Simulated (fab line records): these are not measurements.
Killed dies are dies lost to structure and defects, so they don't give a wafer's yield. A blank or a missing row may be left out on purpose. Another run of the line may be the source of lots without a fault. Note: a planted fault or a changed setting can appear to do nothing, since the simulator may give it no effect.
Chamber matching :: flow n5 finfet :: N5_SD_EPI_N_DESCUM_14 on rie diel-04: 4 sister chambers
The step chemistry O2, time 7.9 s. 16 wafers are shown with their chamber, then 8 later ones without.

WAFERS PAIRED WITH THEIR CHAMBERS
wafer: L082.1
chamber: 3
showerhead plenum p Torr (Torr): 2.09
oes product au (a.u.): 0.76
throttle valve pct (%): 20.30

wafer: L082.2
chamber: 2
showerhead plenum p Torr (Torr): 2.04
oes product au (a.u.): 0.91
throttle valve pct (%): 20.46

wafer: L082.6
chamber: 2
showerhead plenum p Torr (Torr): 2.04
oes product au (a.u.): 0.91
throttle valve pct (%): 20.47

wafer: L084.1
chamber: 1
showerhead plenum p Torr (Torr): 1.99
oes product au (a.u.): 0.75
throttle valve pct (%): 20.19

wafer: L084.2
chamber: 0
showerhead plenum p Torr (Torr): 2.24
oes product au (a.u.): 0.93
throttle valve pct (%): 20.18

wafer: L084.5
chamber: 3
showerhead plenum p Torr (Torr): 2.09
oes product au (a.u.): 0.74
throttle valve pct (%): 20.30

wafer: L086.1
chamber: 1
showerhead plenum p Torr (Torr): 1.98
oes product au (a.u.): 0.74
throttle valve pct (%): 20.20

wafer: L086.4
chamber: 0
showerhead plenum p Torr (Torr): 2.24
oes product au (a.u.): 0.91
throttle valve pct (%): 20.18

wafer: L086.5
chamber: 1
showerhead plenum p Torr (Torr): 1.98
oes product au (a.u.): 0.74
throttle valve pct (%): 20.20

wafer: L090.1
chamber: 1
showerhead plenum p Torr (Torr): 1.98
oes product au (a.u.): 0.74
throttle valve pct (%): 20.22

wafer: L090.4
chamber: 3
showerhead plenum p Torr (Torr): 2.08
oes product au (a.u.): 0.73
throttle valve pct (%): 20.33

wafer: L090.5
chamber: 1
showerhead plenum p Torr (Torr): 1.98
oes product au (a.u.): 0.73
throttle valve pct (%): 20.20

wafer: L091.3
chamber: 2
showerhead plenum p Torr (Torr): 2.03
oes product au (a.u.): 0.88
throttle valve pct (%): 20.49

wafer: L091.4
chamber: 3
showerhead plenum p Torr (Torr): 2.08
oes product au (a.u.): 0.74
throttle valve pct (%): 20.37

wafer: L091.5
chamber: 3
showerhead plenum p Torr (Torr): 2.08
oes product au (a.u.): 0.73
throttle valve pct (%): 20.33

wafer: L094.1
chamber: 0
showerhead plenum p Torr (Torr): 2.23
oes product au (a.u.): 0.90
throttle valve pct (%): 20.21

SIGNATURES (averages over the wafers above)
reading: showerhead plenum p Torr
chamber 0: 2.2367
chamber 1: 1.9820
chamber 2: 2.0367
chamber 3: 2.0840
scatter within a chamber: 0.00527

reading: oes product au
chamber 0: 0.9133
chamber 1: 0.7400
chamber 2: 0.9000
chamber 3: 0.7400
scatter within a chamber: 0.0125

reading: throttle valve pct
chamber 0: 20.1900
chamber 1: 20.2020
chamber 2: 20.4733
chamber 3: 20.3260
scatter within a chamber: 0.0201
Rule: a wafer's distance from a chamber is the root of the sum, over the readings, of the square of ((its reading less the chamber's mean) divided by the reading's scatter). If the next closest chamber is less than 2 further off than the closest, the wafer can't be placed; otherwise it belongs to the closest. The scatter: take each reading less its chamber's mean, square it, sum over the shown wafers, divide by the number of wafers less the number of chambers, and take the root.

WAFERS WITH NO CHAMBER GIVEN
wafer: L094.2
showerhead plenum p Torr (Torr): 2.08
oes product au (a.u.): 0.74
throttle valve pct (%): 20.33

wafer: L094.4
showerhead plenum p Torr (Torr): 1.98
oes product au (a.u.): 0.73
throttle valve pct (%): 20.22

wafer: L095.2
showerhead plenum p Torr (Torr): 2.03
oes product au (a.u.): 0.87
throttle valve pct (%): 20.51

wafer: L095.5
showerhead plenum p Torr (Torr): 2.23
oes product au (a.u.): 0.89
throttle valve pct (%): 20.23

wafer: L095.6
showerhead plenum p Torr (Torr): 2.08
oes product au (a.u.): 0.73
throttle valve pct (%): 20.36

wafer: L096.1
showerhead plenum p Torr (Torr): 2.23
oes product au (a.u.): 0.89
throttle valve pct (%): 20.21

wafer: L096.2
showerhead plenum p Torr (Torr): 1.98
oes product au (a.u.): 0.72
throttle valve pct (%): 20.23

wafer: L096.3
showerhead plenum p Torr (Torr): 2.08
oes product au (a.u.): 0.73
throttle valve pct (%): 20.35

WHICH CHAMBER EACH ONE RAN IN
wafer: L094.2
from the rows above: 3
in truth: 3

wafer: L094.4
from the rows above: 1
in truth: 1

wafer: L095.2
from the rows above: 2
in truth: 2

wafer: L095.5
from the rows above: 0
in truth: 0

wafer: L095.6
from the rows above: 3
in truth: 3

wafer: L096.1
from the rows above: 0
in truth: 0

wafer: L096.2
from the rows above: 1
in truth: 1

wafer: L096.3
from the rows above: 3
in truth: 3
Correct placement for 8 of the 8. Can't be placed from these rows: 0. Placed wrongly: 0.
